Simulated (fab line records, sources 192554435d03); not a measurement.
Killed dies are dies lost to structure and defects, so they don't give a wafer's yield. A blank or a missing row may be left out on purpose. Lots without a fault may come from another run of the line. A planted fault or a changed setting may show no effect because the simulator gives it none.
Chamber matching | flow n5_finfet | N5_BEOL_M11_ETCH_66 on rie_diel-01: 4 sister chambers
The step etches SOC in N2/H2, target depth 120 nm, overetch 24 nm, time 180 s. 8 wafers are shown with their chamber, then 7 later ones without.

WAFERS WITH THEIR CHAMBER
wafer  | chamber | showerhead_plenum_p_Torr (Torr) | drypump_motor_current_A (A)
L075.5 | 1       | 2.52                            | 6.1
L082.4 | 1       | 2.52                            | 6.1
L082.5 | 3       | 2.42                            | 6.4
L081.2 | 0       | 2.53                            | 5.8
L081.3 | 2       | 2.63                            | 5.5
L081.5 | 3       | 2.42                            | 6.4
L089.2 | 2       | 2.62                            | 5.5
L089.4 | 0       | 2.52                            | 5.7

WAFERS WITHOUT THEIR CHAMBER
wafer  | showerhead_plenum_p_Torr (Torr) | drypump_motor_current_A (A)
L089.5 | 2.51                            | 6.1
L092.4 | 2.62                            | 5.5
L092.5 | 2.42                            | 6.4
L092.6 | 2.52                            | 5.8
L094.1 | 2.50                            | 6.1
L094.2 | 2.61                            | 5.5
L094.3 | 2.41                            | 6.5

WHICH CHAMBER EACH WENT THROUGH
wafer  | from the rows above | in truth
L089.5 | 1                   | 1
L092.4 | 2                   | 2
L092.5 | 3                   | 3
L092.6 | 0                   | 0
L094.1 | 1                   | 1
L094.2 | 2                   | 2
L094.3 | 3                   | 3
Placed correctly: 7 of 7. Can't be placed from these rows: 0. Placed wrongly: 0.
How it was worked out, from the rows above alone: a wafer's distance from a chamber is the root of the sum, over the readings, of the square of ((its reading less the chamber's mean) divided by the reading's scatter). The wafer belongs to the nearest chamber; if the next one is less than 2 further off, it can't be placed. A chamber's mean is the mean of its shown wafers. The scatter: the root of (the sum of the squares of (reading less its chamber's mean) over the shown wafers, divided by (wafers less chambers)).
